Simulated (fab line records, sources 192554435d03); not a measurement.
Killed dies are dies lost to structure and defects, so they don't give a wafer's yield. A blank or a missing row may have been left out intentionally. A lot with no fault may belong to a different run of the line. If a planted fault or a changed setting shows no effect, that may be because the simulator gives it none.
fab line records	flow n5Finfet
record lots=24	wafers=72	lastDay=18
route steps=1938 shown BEOL_M9@1434 BEOL_M10@1473
lots untouched by any fault: they come from a run of this same line in which no faults occurred
startH: hours from the record's opening day to when the first of the lot's shown wafers began	waitH: hours since the lot's step before	" unchanged from the row above	L1.1+2: a single row standing in for several wafers	- value missing, or start not given	* or withheld: withheld	< > ~ a bound
route shown NAME@n: names a module that has steps shown in the file, with the first one's number in the route	usual: mean/standard deviation of fault-free wafers	same: alike in all rows	chamber/n: place in a boat	sites: the reading at each site	_std_site: the values' standard deviation	_edge_site: outer sites' mean less inner sites'	radiusMm: how far each site lies from the wafer's centre	mask NAME#n: copy n	behind: the last tool/chamber to shape the wafer	hold: why the lot went on hold/how many hours it stayed there/how the hold came to an end	device: which transistor (n, p or np) failed to switch	end of line: tests of these same wafers at the route's end	for a step that has no rows: nothing shown but its recipe	killed: dies lost to structure and defects at the first sort, not the wafer's yield	map: a wafer's dies, marking killed ones x, the rest . and places with no die _
set.NAME: the run value of the setting; set.NAME@STEP: its run value at that earlier step	model.NAME: the simulator's own value behind a step, which no gauge read
one table for each step of the route and one row for each wafer, over a sample of lots
services: the hour from which a tool's chamber was out of use, counted from the record's first day as startH (under 0 if before that day), plus the number of hours and why
## steps
# step N5_BEOL_M9_CD_MEAS_28
# recipe targetCdNm=70	landingEnergyEv=500	detector=seInlens	polarity=opening
# usual cdNm=70.00/0.25
lot.wafer	tool	chamber	startH	waitH	cdNm
L074.1	cdSem-02	0	208.35	-	69.44
L074.4	"	0	"	"	70.00
L074.5	"	0	"	"	70.04
L075.2	cdSem-02	0	218.48	-	70.07
L075.4	"	0	"	"	70.24
L075.6	"	0	"	"	70.29
L077.1	cdSem-01	0	229.15	-	69.90
L077.2	"	0	"	"	69.92
L077.5	"	0	"	"	69.44
L076.1	cdSem-02	0	229.40	-	69.95
L076.2	"	0	"	"	70.12
L076.4	"	0	"	"	69.99
L078.2	cdSem-02	0	238.58	-	70.36
L078.4	"	0	"	"	70.35
L078.6	"	0	"	"	70.43
L079.3	cdSem-02	0	240.18	-	69.77
L079.4	"	0	"	"	69.69
L079.6	"	0	"	"	70.02
L080.3	cdSem-02	0	246.35	-	69.72
L080.5	"	0	"	"	70.29
L080.6	"	0	"	"	70.08
L081.2	cdSem-01	0	250.07	-	69.78
L081.3	"	0	"	"	69.53
L081.4	"	0	"	"	69.66
L083.1	cdSem-02	0	255.79	-	69.90
L083.2	"	0	"	"	69.74
L083.3	"	0	"	"	69.51
L082.2	cdSem-03	0	255.96	-	70.41
L082.4	"	0	"	"	70.03
L082.6	"	0	"	"	69.33
L084.2	cdSem-01	0	267.78	-	70.09
L084.4	"	0	"	"	69.85
L084.5	"	0	"	"	69.94
L085.1	cdSem-01	0	278.98	-	69.92
L085.3	"	0	"	"	69.99
L085.5	"	0	"	"	70.29
L086.2	cdSem-02	0	281.86	-	70.01
L086.3	"	0	"	"	69.87
L086.6	"	0	"	"	70.05
L087.1	cdSem-03	0	289.98	-	70.27
L087.3	"	0	"	"	69.95
L087.6	"	0	"	"	70.15
L089.1	cdSem-01	0	296.78	-	70.00
L089.5	"	0	"	"	69.67
L089.6	"	0	"	"	69.45
L090.1	cdSem-02	0	304.98	-	70.11
L090.3	"	0	"	"	70.35
L090.4	"	0	"	"	70.47
L088.1	cdSem-01	0	307.37	-	69.97
L088.4	"	0	"	"	70.00
L088.6	"	0	"	"	70.04
L093.1	cdSem-01	0	313.40	-	70.00
L093.3	"	0	"	"	70.06
L093.4	"	0	"	"	70.00
L091.2	cdSem-01	0	320.79	-	70.25
L091.5	"	0	"	"	69.98
L091.6	"	0	"	"	69.94
L092.1	cdSem-03	0	323.58	-	69.91
L092.2	"	0	"	"	70.09
L092.4	"	0	"	"	70.12
L094.1	cdSem-01	0	325.90	-	70.12
L094.5	"	0	"	"	69.82
L094.6	"	0	"	"	70.01
L095.3	cdSem-02	0	334.00	-	69.64
L095.4	"	0	"	"	70.08
L095.6	"	0	"	"	70.24
L096.1	cdSem-01	0	351.28	-	70.06
L096.4	"	0	"	"	69.89
L096.5	"	0	"	"	70.30
L097.1	cdSem-01	0	361.11	-	70.60
L097.3	"	0	"	"	70.11
L097.5	"	0	"	"	69.84
# step N5_BEOL_M9_ETCH_76
# recipe chemistry=N2/H2	target=underlayer	targetDepthA=65	maskMaterial=CAR-EUV	timeS=5.2	ionEnergyEv=200	pressureMtorr=30	sourceW=840	biasW=150	n2FlowSccm=200	h2FlowSccm=200	ends=cleared
# usual drypumpMotorCurrentA=5.8/0.34	etchRfOnTimeS=5.19/0.083	oesProductAu=0.67/0.086	rfVppV=523.0/2.3	showerheadPlenumPTorr=2.51/0.079	throttleValvePct=17.82/0.27
lot.wafer	tool	chamber	startH	waitH	drypumpMotorCurrentA	etchRfOnTimeS	oesProductAu	rfHoursCounterH	rfVppV	showerheadPlenumPTorr	throttleValvePct
L074.1	rieDiel-02	1	208.51	0.0	5.7	5.10	0.65	146	518.8	2.34	17.41
L074.4	"	3	"	"	6.3	5.14	0.80	6	526.2	2.61	17.40
L074.5	"	3	"	"	6.3	5.15	0.81	-	524.5	2.61	17.41
L075.2	rieDiel-02	1	218.64	0.0	5.7	5.14	0.64	149	516.0	2.34	17.40
L075.4	"	3	"	"	6.3	5.10	0.79	8	525.6	2.61	17.40
L075.6	"	0	"	"	5.7	5.28	0.62	-	523.9	2.54	18.11
L077.1	rieDiel-04	2	229.31	0.0	5.7	5.08	0.81	8	522.9	2.49	17.66
L077.2	"	3	"	"	5.8	5.20	0.60	230	524.1	2.51	18.09
L077.5	"	2	"	"	5.7	5.06	0.82	-	522.4	2.49	17.67
L076.1	rieDiel-02	0	229.59	0.0	5.7	5.31	0.62	162	521.2	2.54	18.11
L076.2	"	3	"	"	6.3	5.18	0.78	12	524.9	2.60	17.44
L076.4	"	1	"	"	5.7	5.05	0.64	151	517.7	2.34	17.45
L078.2	rieDiel-04	3	238.74	0.0	5.8	5.25	0.60	233	525.4	2.51	18.11
L078.4	"	1	"	"	6.1	5.28	0.63	176	527.8	2.64	17.80
L078.6	"	1	"	"	6.1	5.30	0.63	-	524.0	2.64	17.84
L079.3	rieDiel-04	1	240.45	0.0	6.1	5.27	0.64	177	527.6	2.64	17.81
L079.4	"	0	"	"	5.6	5.25	0.58	222	521.1	2.51	18.18
L079.6	"	2	"	"	5.7	5.17	0.80	-	522.4	2.49	17.67
L080.3	rieDiel-03	0	246.50	0.0	6.1	5.24	0.63	198	521.0	2.42	17.91
L080.5	"	2	"	"	6.2	5.28	0.61	-	519.8	2.43	18.01
L080.6	"	3	"	"	6.2	5.23	0.66	-	521.6	2.45	17.87
L081.2	rieDiel-04	0	250.23	0.0	5.6	5.26	0.58	224	522.6	2.51	18.17
L081.3	"	3	"	"	5.8	5.17	0.60	236	522.9	2.50	18.11
L081.4	"	0	"	"	5.6	5.27	0.58	-	523.0	2.51	18.19
L083.1	rieDiel-04	2	255.95	0.0	5.7	5.19	0.79	15	521.7	2.49	17.70
L083.2	"	3	"	"	5.9	5.23	0.61	238	521.8	2.50	18.11
L083.3	"	1	"	"	6.1	5.24	0.63	181	525.1	2.64	17.80
L082.2	rieDiel-02	3	256.12	0.0	6.3	5.21	0.77	19	523.8	2.60	17.42
L082.4	"	0	"	"	5.7	5.28	0.62	168	523.6	2.53	18.14
L082.6	"	2	"	"	5.2	5.10	0.78	-	521.6	2.48	17.27
L084.2	rieDiel-04	3	268.11	0.0	5.8	5.26	0.60	239	522.9	2.50	18.13
L084.4	"	2	"	"	5.7	5.21	0.77	21	522.2	2.49	17.70
L084.5	"	2	"	"	5.7	5.23	0.77	-	522.2	2.49	17.71
L085.1	rieDiel-04	3	280.20	0.0	5.8	5.18	0.60	243	524.1	2.50	18.14
L085.3	"	2	"	"	5.7	5.16	0.78	25	522.4	2.48	17.70
L085.5	"	1	"	"	6.1	5.17	0.63	-	525.1	2.64	17.83
L086.2	rieDiel-04	2	282.95	0.0	5.7	5.20	0.77	27	520.6	2.48	17.68
L086.3	"	0	"	"	5.6	5.31	0.57	237	521.7	2.51	18.20
L086.6	"	2	"	"	5.7	5.20	0.78	-	521.6	2.48	17.71
L087.1	rieDiel-03	1	290.14	0.0	4.7	5.01	0.78	33	524.3	2.58	17.54
L087.3	"	2	"	"	6.2	5.17	0.60	203	521.1	2.42	18.03
L087.6	"	0	"	"	6.1	5.24	0.61	-	521.6	2.41	17.91
L089.1	rieDiel-04	0	296.93	0.0	5.6	5.24	0.58	243	522.4	2.50	18.20
L089.5	"	2	"	"	5.7	5.18	0.77	-	521.5	2.48	17.72
L089.6	"	1	"	"	6.1	5.23	0.61	-	527.4	2.63	17.84
L090.1	rieDiel-02	0	305.14	0.0	5.7	5.35	0.61	180	522.6	2.53	18.15
L090.3	"	3	"	"	6.2	5.24	0.75	31	525.3	2.60	17.43
L090.4	"	2	"	"	5.2	5.07	0.74	35	522.4	2.48	17.29
L088.1	rieDiel-04	2	307.60	0.0	5.7	5.13	0.75	36	522.7	2.48	17.74
L088.4	"	0	"	"	5.6	5.26	0.57	-	522.7	2.50	18.21
L088.6	"	2	"	"	5.7	5.16	0.76	-	521.0	2.48	17.72
L093.1	rieDiel-04	1	313.57	0.0	6.1	5.18	0.62	205	525.5	2.63	17.86
L093.3	"	0	"	"	5.6	5.21	0.57	250	524.0	2.50	18.22
L093.4	"	2	"	"	5.7	5.07	0.76	-	523.3	2.48	17.78
L091.2	rieDiel-04	2	320.94	0.0	5.7	5.17	0.75	41	522.0	2.48	17.75
L091.5	"	1	"	"	6.1	5.25	0.61	-	525.0	2.63	17.87
L091.6	"	3	"	"	5.8	5.05	0.87	-	522.0	2.50	17.71
L092.1	rieDiel-04	1	323.74	0.0	6.1	5.27	0.61	209	526.8	2.63	17.88
L092.2	"	3	"	"	5.8	5.01	0.85	2	523.3	2.50	17.70
L092.4	"	1	"	"	6.1	5.23	0.61	-	526.7	2.63	17.87
L094.1	rieDiel-03	0	326.06	0.0	6.1	5.20	0.61	223	522.1	2.41	17.93
L094.5	"	0	"	"	6.1	5.28	0.61	-	520.7	2.41	17.94
L094.6	"	1	"	"	4.8	5.06	0.77	-	525.4	2.58	17.55
L095.3	rieDiel-02	1	334.16	0.0	5.7	5.13	0.63	179	517.3	2.33	17.46
L095.4	"	0	"	"	5.7	5.26	0.61	190	523.2	2.53	18.17
L095.6	"	0	"	"	5.7	5.23	0.60	-	522.8	2.53	18.17
L096.1	rieDiel-03	2	351.44	0.0	6.2	5.24	0.60	220	520.0	2.42	18.06
L096.4	"	3	"	"	6.2	5.17	0.64	158	522.7	2.43	17.92
L096.5	"	2	"	"	6.2	5.25	0.58	-	519.5	2.42	18.05
L097.1	rieDiel-04	2	361.27	0.0	5.7	5.19	0.72	55	524.1	2.47	17.77
L097.3	"	3	"	"	5.9	5.15	0.81	14	523.4	2.49	17.73
L097.5	"	2	"	"	5.7	5.19	0.71	-	520.5	2.47	17.75
# step N5_BEOL_M9_SURFACE_TREAT_79
# recipe gas=Ar	timeS=*	ionEnergyEv=*	ionCurrentMaCm2=0.5	pressureMtorr=*	arFlowSccm=30
# usual throttleValvePct=*
# same timeS=*
lot.wafer	tool	chamber	startH	waitH	throttleValvePct
L074.1	pvdSputter-02	-	210.35	0.3	*
L074.4	"	-	"	"	*
L074.5	"	-	"	"	*
L075.2	pvdSputter-03	-	220.24	0.2	*
L075.4	"	-	"	"	*
L075.6	"	-	"	"	*
L077.1	pvdSputter-01	-	230.79	0.2	*
L077.2	"	-	"	"	*
L077.5	"	-	"	"	*
L076.1	pvdSputter-03	-	231.08	0.2	*
L076.2	"	-	"	"	*
L076.4	"	-	"	"	*
L078.2	pvdSputter-03	-	240.32	0.2	*
L078.4	"	-	"	"	*
L078.6	"	-	"	"	*
L079.3	pvdSputter-01	-	241.78	0.2	*
L079.4	"	-	"	"	*
L079.6	"	-	"	"	*
L080.3	pvdSputter-01	-	248.35	0.4	*
L080.5	"	-	"	"	*
L080.6	"	-	"	"	*
L081.2	pvdSputter-01	-	251.98	0.4	*
L081.3	"	-	"	"	*
L081.4	"	-	"	"	*
L083.1	pvdSputter-02	-	258.14	0.8	*
L083.2	"	-	"	"	*
L083.3	"	-	"	"	*
L082.2	pvdSputter-02	-	258.60	0.2	*
L082.4	"	-	"	"	*
L082.6	"	-	"	"	*
L084.2	pvdSputter-02	-	270.39	0.3	*
L084.4	"	-	"	"	*
L084.5	"	-	"	"	*
L085.1	pvdSputter-02	-	281.61	0.2	*
L085.3	"	-	"	"	*
L085.5	"	-	"	"	*
L086.2	pvdSputter-02	-	284.93	0.2	*
L086.3	"	-	"	"	*
L086.6	"	-	"	"	*
L087.1	pvdSputter-02	-	291.80	0.2	*
L087.3	"	-	"	"	*
L087.6	"	-	"	"	*
L089.1	pvdSputter-02	-	298.50	0.2	*
L089.5	"	-	"	"	*
L089.6	"	-	"	"	*
L090.1	pvdSputter-03	-	306.72	0.2	*
L090.3	"	-	"	"	*
L090.4	"	-	"	"	*
L088.1	pvdSputter-02	-	309.11	0.2	*
L088.4	"	-	"	"	*
L088.6	"	-	"	"	*
L093.1	pvdSputter-03	-	315.42	0.3	*
L093.3	"	-	"	"	*
L093.4	"	-	"	"	*
L091.2	pvdSputter-02	-	322.87	0.2	*
L091.5	"	-	"	"	*
L091.6	"	-	"	"	*
L092.1	pvdSputter-02	-	326.45	1.2	*
L092.2	"	-	"	"	*
L092.4	"	-	"	"	*
L094.1	pvdSputter-01	-	327.59	0.2	*
L094.5	"	-	"	"	*
L094.6	"	-	"	"	*
L095.3	pvdSputter-02	-	335.94	0.4	*
L095.4	"	-	"	"	*
L095.6	"	-	"	"	*
L096.1	pvdSputter-01	-	352.94	0.2	*
L096.4	"	-	"	"	*
L096.5	"	-	"	"	*
L097.1	pvdSputter-01	-	365.32	0.2	*
L097.3	"	-	"	"	*
L097.5	"	-	"	"	*
# step N5_BEOL_M10_PECVD_70
# recipe material=SiO2	targetThkA=200	tempC=400	precursor=TEOS/O2	pressureTorr=5.5	rfW=450	teosFlowSccm=53.8	gas=O2	flowSccm=3000	timeS=22.7
# usual heaterPowerW=700/130	showerheadPlenumPTorr=8.75/0.082	throttleValvePct=21.6/1.3
# same timeS=22.7
lot.wafer	tool	chamber	startH	waitH	heaterPowerW	showerheadPlenumPTorr	throttleValvePct
L074.1	pecvd-03	1	215.58	0.0	724	8.84	21.7
L074.4	"	0	"	"	749	8.75	23.8
L074.5	"	2	"	"	914	8.70	21.7
L075.2	pecvd-04	1	224.87	0.0	503	8.65	22.6
L075.4	"	1	"	"	518	8.69	22.4
L075.6	"	1	"	"	504	8.67	22.6
L077.1	pecvd-04	1	234.78	0.0	491	8.65	22.6
L077.2	"	0	"	"	584	8.73	21.7
L077.5	"	0	"	"	597	8.72	21.4
L076.1	pecvd-03	0	236.52	0.0	749	8.76	23.7
L076.2	"	1	"	"	713	8.83	22.0
L076.4	"	0	"	"	750	8.73	23.9
L078.2	pecvd-02	1	242.72	0.0	616	8.70	20.7
L078.4	"	2	"	"	781	8.79	20.6
L078.6	"	1	"	"	608	8.68	20.6
L079.3	pecvd-02	2	243.61	0.0	706	8.83	20.7
L079.4	"	1	"	"	689	8.68	20.7
L079.6	"	0	"	"	780	8.74	21.3
L080.3	pecvd-02	1	250.59	0.0	666	8.67	20.9
L080.5	"	1	"	"	652	8.69	20.7
L080.6	"	2	"	"	849	8.79	20.9
L081.2	pecvd-04	1	254.73	0.0	535	8.65	22.6
L081.3	"	0	"	"	604	8.74	21.5
L081.4	"	1	"	"	538	8.64	22.3
L083.1	pecvd-03	2	261.65	0.0	808	8.70	22.1
L083.2	"	0	"	"	681	8.75	24.0
L083.3	"	1	"	"	747	8.85	22.0
L082.2	pecvd-04	2	262.10	0.0	880	8.90	19.5
L082.4	"	1	"	"	533	8.68	22.7
L082.6	"	1	"	"	502	8.64	22.6
L084.2	pecvd-03	2	272.72	0.1	880	8.68	22.0
L084.4	"	2	"	"	889	8.68	22.0
L084.5	"	0	"	"	752	8.76	24.0
L085.1	pecvd-04	1	283.92	0.0	538	8.66	22.6
L085.3	"	2	"	"	847	8.90	19.6
L085.5	"	0	"	"	608	8.72	21.6
L086.2	pecvd-04	0	286.88	0.0	571	8.73	21.6
L086.3	"	2	"	"	739	8.90	19.3
L086.6	"	0	"	"	582	8.74	21.5
L087.1	pecvd-04	2	294.16	0.0	731	8.89	19.3
L087.3	"	1	"	"	497	8.65	22.6
L087.6	"	1	"	"	491	8.65	22.5
L089.1	pecvd-04	1	300.57	0.0	524	8.67	22.6
L089.5	"	2	"	"	889	8.91	19.3
L089.6	"	1	"	"	512	8.65	22.7
L090.1	pecvd-02	2	308.96	0.0	749	8.78	20.6
L090.3	"	1	"	"	578	8.68	20.6
L090.4	"	0	"	"	715	8.72	21.5
L088.1	pecvd-03	1	310.98	0.0	645	8.87	22.1
L088.4	"	1	"	"	629	8.83	22.0
L088.6	"	0	"	"	746	8.73	23.8
L093.1	pecvd-02	2	317.81	0.0	816	8.81	20.6
L093.3	"	1	"	"	724	8.67	20.5
L093.4	"	2	"	"	854	8.81	20.6
L091.2	pecvd-03	0	325.72	0.0	729	8.75	24.1
L091.5	"	2	"	"	889	8.70	22.5
L091.6	"	0	"	"	714	8.75	24.2
L092.1	pecvd-04	2	328.56	0.0	772	8.91	19.3
L092.2	"	1	"	"	516	8.66	22.8
L092.4	"	2	"	"	798	8.89	19.5
L094.1	pecvd-02	2	329.88	0.0	817	8.78	20.6
L094.5	"	0	"	"	709	8.72	21.3
L094.6	"	1	"	"	668	8.69	20.7
L095.3	pecvd-04	0	338.14	0.0	577	8.71	21.7
L095.4	"	0	"	"	562	8.74	21.5
L095.6	"	2	"	"	811	8.91	19.4
L096.1	pecvd-04	0	354.78	0.0	564	8.74	21.6
L096.4	"	2	"	"	817	8.90	19.5
L096.5	"	0	"	"	585	8.73	21.5
L097.1	pecvd-03	1	367.40	0.0	729	8.86	22.0
L097.3	"	0	"	"	734	8.75	23.9
L097.5	"	1	"	"	736	8.84	22.0
# step N5_BEOL_M10_OVL_MEAS_12
# recipe pointsPerWafer=44
# usual M10_OVL=0.2/0.86
lot.wafer	tool	chamber	startH	waitH	M10_OVL[nm]
L074.1	overlay-02	0	217.32	0.0	1.0
L074.4	"	0	"	"	0.6
L074.5	"	0	"	"	0.3
L075.2	overlay-01	0	225.77	0.0	-0.6
L075.4	"	0	"	"	-1.7
L075.6	"	0	"	"	-0.8
L077.1	overlay-02	0	235.60	0.0	0.2
L077.2	"	0	"	"	0.9
L077.5	"	0	"	"	0.9
L076.1	overlay-01	0	237.10	0.0	-0.6
L076.2	"	0	"	"	-0.2
L076.4	"	0	"	"	0.2
L078.2	overlay-02	0	243.34	0.0	2.2
L078.4	"	0	"	"	1.1
L078.6	"	0	"	"	1.2
L079.3	overlay-02	0	244.20	0.0	0.0
L079.4	"	0	"	"	-0.9
L079.6	"	0	"	"	-0.6
L080.3	overlay-01	0	251.75	0.0	0.8
L080.5	"	0	"	"	-0.5
L080.6	"	0	"	"	0.0
L081.2	overlay-01	0	255.32	0.0	-0.6
L081.3	"	0	"	"	1.0
L081.4	"	0	"	"	0.2
L083.1	overlay-02	0	262.54	0.0	0.3
L083.2	"	0	"	"	0.7
L083.3	"	0	"	"	0.3
L082.2	overlay-01	0	263.11	0.0	-0.5
L082.4	"	0	"	"	-0.8
L082.6	"	0	"	"	-0.4
L084.2	overlay-02	0	275.16	0.0	1.2
L084.4	"	0	"	"	1.6
L084.5	"	0	"	"	1.0
L085.1	overlay-02	0	285.37	0.0	0.3
L085.3	"	0	"	"	0.5
L085.5	"	0	"	"	0.7
L086.2	overlay-01	0	290.24	0.0	1.2
L086.3	"	0	"	"	-0.5
L086.6	"	0	"	"	1.2
L087.1	overlay-01	0	295.63	0.0	0.2
L087.3	"	0	"	"	0.4
L087.6	"	0	"	"	1.6
L089.1	overlay-01	0	302.62	0.0	0.8
L089.5	"	0	"	"	0.7
L089.6	"	0	"	"	1.2
L090.1	overlay-02	0	309.42	0.0	-0.3
L090.3	"	0	"	"	-1.5
L090.4	"	0	"	"	-0.8
L088.1	overlay-02	0	312.09	0.1	0.8
L088.4	"	0	"	"	0.4
L088.6	"	0	"	"	-0.5
L093.1	overlay-02	0	318.77	0.0	-0.3
L093.3	"	0	"	"	-0.3
L093.4	"	0	"	"	-0.8
L091.2	overlay-02	0	327.50	0.0	-0.9
L091.5	"	0	"	"	-0.5
L091.6	"	0	"	"	-1.1
L092.1	overlay-01	0	331.24	0.0	0.3
L092.2	"	0	"	"	-0.8
L092.4	"	0	"	"	1.2
L094.1	overlay-02	0	331.70	0.0	0.2
L094.5	"	0	"	"	0.7
L094.6	"	0	"	"	1.2
L095.3	overlay-01	0	338.97	0.0	-0.9
L095.4	"	0	"	"	0.0
L095.6	"	0	"	"	0.5
L096.1	overlay-01	0	355.86	0.0	-0.8
L096.4	"	0	"	"	1.1
L096.5	"	0	"	"	-0.1
L097.1	overlay-01	0	367.86	0.0	-1.3
L097.3	"	0	"	"	-0.8
L097.5	"	0	"	"	-0.4
# step N5_BEOL_M10_STRIP_67
# recipe chemistry=CF4	resist=SiARC	powerW=300	biasPowerW=75	pressureMtorr=50	cf4FlowSccm=150	rfFrequencyHz=6e+07
# usual drypumpMotorCurrentA=5.6/0.45	oesProductAu=0.81/0.072	rfVppV=271.2/1.6	showerheadPlenumPTorr=1.80/0.059	throttleValvePct=13.57/0.22
lot.wafer	tool	chamber	startH	waitH	drypumpMotorCurrentA	oesProductAu	rfHoursCounterH	rfVppV	showerheadPlenumPTorr	throttleValvePct
L074.1	rieDiel-06	2	217.61	0.0	5.8	0.71	224	271.5	1.78	13.90
L074.4	"	3	"	"	5.7	0.68	250	272.6	1.84	14.11
L074.5	"	3	"	"	5.7	0.68	-	271.1	1.84	14.10
L075.2	rieDiel-05	0	226.35	0.0	5.4	0.84	54	269.8	1.76	13.33
L075.4	"	3	"	"	5.0	0.86	44	272.7	1.89	13.39
L075.6	"	1	"	"	6.1	0.87	-	271.4	1.83	13.27
L077.1	rieDiel-01	1	235.89	0.0	5.6	0.68	244	272.0	1.77	13.85
L077.2	"	0	"	"	6.2	0.69	245	269.3	1.77	14.06
L077.5	"	0	"	"	6.2	0.69	-	268.6	1.77	14.06
L076.1	rieDiel-05	3	237.63	0.0	5.0	0.84	48	272.4	1.89	13.39
L076.2	"	1	"	"	6.1	0.87	38	272.1	1.83	13.28
L076.4	"	2	"	"	5.6	0.83	89	269.2	1.74	13.75
L078.2	rieDiel-06	1	243.63	0.0	6.2	0.84	65	272.9	1.88	13.55
L078.4	"	2	"	"	5.8	0.70	236	271.1	1.78	13.93
L078.6	"	0	"	"	4.8	0.81	-	272.7	1.88	13.72
L079.3	rieDiel-01	0	244.49	0.0	6.2	0.69	249	270.6	1.77	14.07
L079.4	"	2	"	"	5.3	0.76	138	270.3	1.74	13.49
L079.6	"	2	"	"	5.3	0.76	-	269.7	1.74	13.50
L080.3	rieDiel-06	3	252.21	0.0	5.7	0.95	4	270.9	1.84	13.54
L080.5	"	1	"	"	6.3	0.83	-	272.9	1.88	13.59
L080.6	"	3	"	"	5.7	0.95	-	273.3	1.84	13.54
L081.2	rieDiel-05	0	255.65	0.0	5.5	0.83	64	269.4	1.76	13.36
L081.3	"	1	"	"	6.1	0.87	44	271.3	1.83	13.30
L081.4	"	3	"	"	4.9	0.84	54	273.5	1.89	13.42
L083.1	rieDiel-05	3	262.87	0.0	5.0	0.84	57	274.2	1.89	13.43
L083.2	"	0	"	"	5.5	0.83	67	266.7	1.76	13.38
L083.3	"	1	"	"	6.1	0.86	48	270.5	1.83	13.31
L082.2	rieDiel-01	1	263.40	0.0	5.6	0.68	257	271.0	1.77	13.90
L082.4	"	2	"	"	5.3	0.75	-	270.0	1.73	13.51
L082.6	"	3	"	"	5.4	0.77	-	269.9	1.72	13.27
L084.2	rieDiel-05	3	275.53	0.0	5.0	0.82	61	272.4	1.89	13.44
L084.4	"	2	"	"	5.6	0.82	103	268.5	1.74	13.81
L084.5	"	0	"	"	5.5	0.82	-	270.5	1.75	13.38
L085.1	rieDiel-06	3	285.67	0.0	5.7	0.91	19	273.1	1.84	13.57
L085.3	"	0	"	"	4.8	0.81	96	275.0	1.88	13.74
L085.5	"	2	"	"	5.8	0.69	-	270.2	1.77	13.94
L086.2	rieDiel-06	2	290.53	0.0	5.8	0.69	247	271.3	1.77	13.95
L086.3	"	3	"	"	5.7	0.90	20	272.4	1.84	13.56
L086.6	"	1	"	"	6.2	0.81	-	274.6	1.88	13.61
L087.1	rieDiel-06	2	295.92	0.0	5.8	0.69	250	271.0	1.77	13.96
L087.3	"	0	"	"	4.8	0.79	99	273.7	1.88	13.74
L087.6	"	0	"	"	4.8	0.80	-	272.3	1.88	13.73
L089.1	rieDiel-05	1	303.33	0.0	6.1	0.84	62	271.5	1.82	13.32
L089.5	"	1	"	"	6.1	0.84	-	273.1	1.82	13.32
L089.6	"	0	"	"	5.5	0.81	-	271.6	1.75	13.40
L090.1	rieDiel-06	1	309.70	0.0	6.2	0.80	91	273.8	1.88	13.66
L090.3	"	3	"	"	5.7	0.88	29	270.4	1.83	13.61
L090.4	"	3	"	"	5.7	0.89	-	272.0	1.83	13.60
L088.1	rieDiel-01	2	312.61	0.0	5.2	0.74	168	270.1	1.73	13.54
L088.4	"	0	"	"	6.2	0.91	20	270.5	1.76	13.55
L088.6	"	0	"	"	6.2	0.91	-	270.1	1.76	13.55
L093.1	rieDiel-01	1	319.06	0.0	5.6	0.94	11	270.4	1.77	13.32
L093.3	"	0	"	"	6.2	0.90	23	269.5	1.76	13.54
L093.4	"	3	"	"	5.4	0.76	154	269.3	1.72	13.32
L091.2	rieDiel-01	1	327.79	0.0	5.6	0.94	13	269.1	1.77	13.33
L091.5	"	3	"	"	5.3	0.76	-	270.6	1.72	13.33
L091.6	"	0	"	"	6.2	0.90	-	271.0	1.76	13.56
L092.1	rieDiel-06	2	331.93	0.0	5.8	0.96	4	271.3	1.77	13.40
L092.2	"	0	"	"	4.8	0.79	114	273.1	1.87	13.78
L092.4	"	1	"	"	6.2	0.80	101	274.3	1.87	13.68
L094.1	rieDiel-01	2	332.08	0.0	5.3	0.73	175	268.7	1.73	13.56
L094.5	"	0	"	"	6.2	0.89	-	271.4	1.76	13.53
L094.6	"	3	"	"	5.4	0.76	-	269.6	1.71	13.34
L095.3	rieDiel-01	1	339.25	0.0	5.6	0.92	16	269.7	1.77	13.33
L095.4	"	2	"	"	5.3	0.73	-	269.7	1.73	13.57
L095.6	"	0	"	"	6.2	0.89	-	268.8	1.76	13.57
L096.1	rieDiel-05	3	356.18	0.0	5.0	0.80	90	272.7	1.88	13.52
L096.4	"	2	"	"	5.6	0.80	131	268.7	1.73	13.87
L096.5	"	0	"	"	5.5	0.79	-	269.8	1.75	13.46
L097.1	rieDiel-06	0	368.15	0.0	4.8	0.78	129	271.7	1.87	13.80
L097.3	"	2	"	"	5.8	0.92	15	271.1	1.77	13.42
L097.5	"	0	"	"	4.8	0.77	-	272.0	1.87	13.81
## services
tool	chamber	startH	hours	kind
rieDiel-06	-	186.01	2.8	pm
rieDiel-06	2	193.07	5.0	repair
pecvd-03	1	193.72	6.0	repair
pecvd-04	-	194.54	2.1	repair
rieDiel-06	0	248.46	12.2	repair
rieDiel-04	2	250.08	2.5	repair
rieDiel-06	2	253.30	11.7	repair
rieDiel-04	3	257.50	8.1	repair
pecvd-04	0	258.64	22.5	repair
rieDiel-02	-	270.26	14.6	pm
pecvd-02	2	274.35	22.4	repair
pvdSputter-03	-	285.89	3.8	repair
rieDiel-02	-	289.47	0.3	repair
pecvd-04	0	298.85	17.7	repair
pecvd-02	0	303.38	4.9	repair
pecvd-04	-	321.96	2.3	repair
rieDiel-06	0	323.11	6.4	repair
rieDiel-05	-	328.94	1.0	repair
rieDiel-06	1	331.98	7.0	repair
rieDiel-01	3	338.74	10.4	repair
rieDiel-06	2	343.55	9.0	repair
rieDiel-01	1	346.23	5.1	repair
pecvd-03	-	347.35	0.7	repair
pvdSputter-02	-	351.75	1.1	repair
## key
fault none
